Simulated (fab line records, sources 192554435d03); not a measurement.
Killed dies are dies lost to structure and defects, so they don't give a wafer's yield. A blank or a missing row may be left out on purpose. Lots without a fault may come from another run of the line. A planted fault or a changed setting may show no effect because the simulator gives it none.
Split-lot experiment | flow n5_finfet | 7 lots, 21 wafers read, on a route of 1938 steps

THE SPLIT
At N5_BEOL_M5_HM_DEP_02 (deposits TiN, target thk 20 nm), the setting target_thk_a was moved away from the recipe's 200 angstrom on 9 of the 21 wafers read, by -8.0% to +10.2%. The other wafers ran this setting at the recipe's value.

FROM THE SPLIT TO THE READING: what the file shows between them, 9 steps
- N5_BEOL_M5_COAT_71: time 60 s, resist thk 5 nm (also split here: spin_rpm)
- N5_BEOL_M5_COAT_05: resist thk 30 nm
- N5_BEOL_M5_EBR_07
- N5_BEOL_M5_DESCUM_16: chemistry O2, time 7 s
- N5_BEOL_M5_ETCH_72: etches underlayer in N2/H2, target depth 6.5 nm, time 5.2 s
- N5_BEOL_M5_ETCH_61: etches SiARC in CF4, target depth 15.6 nm, time 26 s
- N5_BEOL_M5_ETCH_62: etches SOC in N2/H2, target depth 75 nm, overetch 15 nm, time 112.5 s
- N5_BEOL_M5_STRIP_73: strips in N2/H2
- N5_BEOL_M5_STRIP_64: strips in CF4

THE READING
etch.depth_nm (the simulator's own value, which no gauge read), in nm, at N5_BEOL_M5_HM_OPEN_17 (chemistry Cl2/BCl3, target TiN, target depth 20 nm, overetch 6 nm). The file gives no usual value for it. The 12 wafers here that ran the recipe average 20.09 nm, standard deviation 0.31 nm.

wafer  | tool, chamber at the split | target_thk_a as run, angstrom | against the recipe | etch.depth_nm, nm | against lot-mates on the recipe
L075.3 | pvd_sputter-01, -          | 200                           | recipe             | 20.76             | -
L075.4 | pvd_sputter-01, -          | 184.1                         | -8.0%              | 18.92             | -1.66
L075.6 | pvd_sputter-01, -          | 200                           | recipe             | 20.4              | -
L078.3 | pvd_sputter-02, -          | 220.3                         | +10.2%             | 22.02             | no lot-mate on the recipe
L078.4 | pvd_sputter-02, -          | 220.3                         | +10.2%             | 22.1              | no lot-mate on the recipe
L078.6 | pvd_sputter-02, -          | 220.3                         | +10.2%             | 22.03             | no lot-mate on the recipe
L080.1 | pvd_sputter-02, -          | 200                           | recipe             | 19.72             | -
L080.2 | pvd_sputter-02, -          | 210.3                         | +5.2%              | 20.72             | +1.02
L080.4 | pvd_sputter-02, -          | 200                           | recipe             | 19.67             | -
L079.3 | pvd_sputter-02, -          | 200                           | recipe             | 19.81             | -
L079.4 | pvd_sputter-02, -          | 184.9                         | -7.6%              | 18.32             | -1.49
L079.6 | pvd_sputter-02, -          | 184.9                         | -7.6%              | 18.48             | -1.33
L086.2 | pvd_sputter-03, -          | 200                           | recipe             | 20.34             | -
L086.3 | pvd_sputter-03, -          | 200                           | recipe             | 20.01             | -
L086.5 | pvd_sputter-03, -          | 200                           | recipe             | 19.94             | -
L090.1 | pvd_sputter-02, -          | 200                           | recipe             | 19.92             | -
L090.4 | pvd_sputter-02, -          | 200                           | recipe             | 20.33             | -
L090.6 | pvd_sputter-02, -          | 200                           | recipe             | 20.13             | -
L093.1 | pvd_sputter-02, -          | 200                           | recipe             | 20.05             | -
L093.2 | pvd_sputter-02, -          | 219.6                         | +9.8%              | 22.24             | +2.19
L093.6 | pvd_sputter-02, -          | 219.6                         | +9.8%              | 22.3              | +2.25

THE FIT
A straight line over all 21 wafers: etch.depth_nm changes by +0.199 nm for each +1% of target_thk_a; r = +0.97; the points scatter about the line by 0.29 nm.
The same after taking each lot's own level away (the mean of its wafers on the recipe; 18 wafers): +0.21 nm for each +1%; r = +0.99; scatter 0.15 nm.
On that fit, the largest move of target_thk_a shifts the reading by 2.1 nm.
The lots' own levels span 19.695 to 20.580 nm, that is 2.9 times the standard deviation above.
So the lot-to-lot level changes the slope little: the two slopes agree.
Check: with one of the wafers moved furthest among these (+9.8%) left out of the fit, the line predicts +2.06 nm for it against its lot-mates. It came out at +2.19 nm against them.

OTHER SPLITS ON THESE WAFERS
These wafers also went through other splits before the reading. Each is held against what the fit with the lots' levels taken away leaves over:
other split on the same wafers | wafers away from the commonest value | r with etch.depth_nm (lot level and that fit taken away)
N5_BEOL_M3_EXPOSE_08 dose_mj   | 4                                    | -0.26
N5_BEOL_M5_COAT_71 spin_rpm    | 8                                    | +0.27

THE WHOLE CHAIN: every reading that the file lists as answering this split, in the file's order
step                  | what it does                                                      | reading                                                                          | change (the file's fit)               | r (the file's)
N5_BEOL_M5_HM_DEP_02  | deposits TiN, target thk 20 nm                                    | TiN_of_BEOL_M5_HM_DEP_02.thk_nm (the simulator's own value, which no gauge read) | +0.208 nm for each +1% of the setting | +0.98
N5_BEOL_M5_HM_OPEN_17 | chemistry Cl2/BCl3, target TiN, target depth 20 nm, overetch 6 nm | etch.depth_nm (the simulator's own value, which no gauge read)                   | +0.21 nm for each +1% of the setting  | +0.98

THE FILE'S OWN FIT
etch.depth_nm changes by +0.21 nm for each +1% of target_thk_a, r = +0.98.
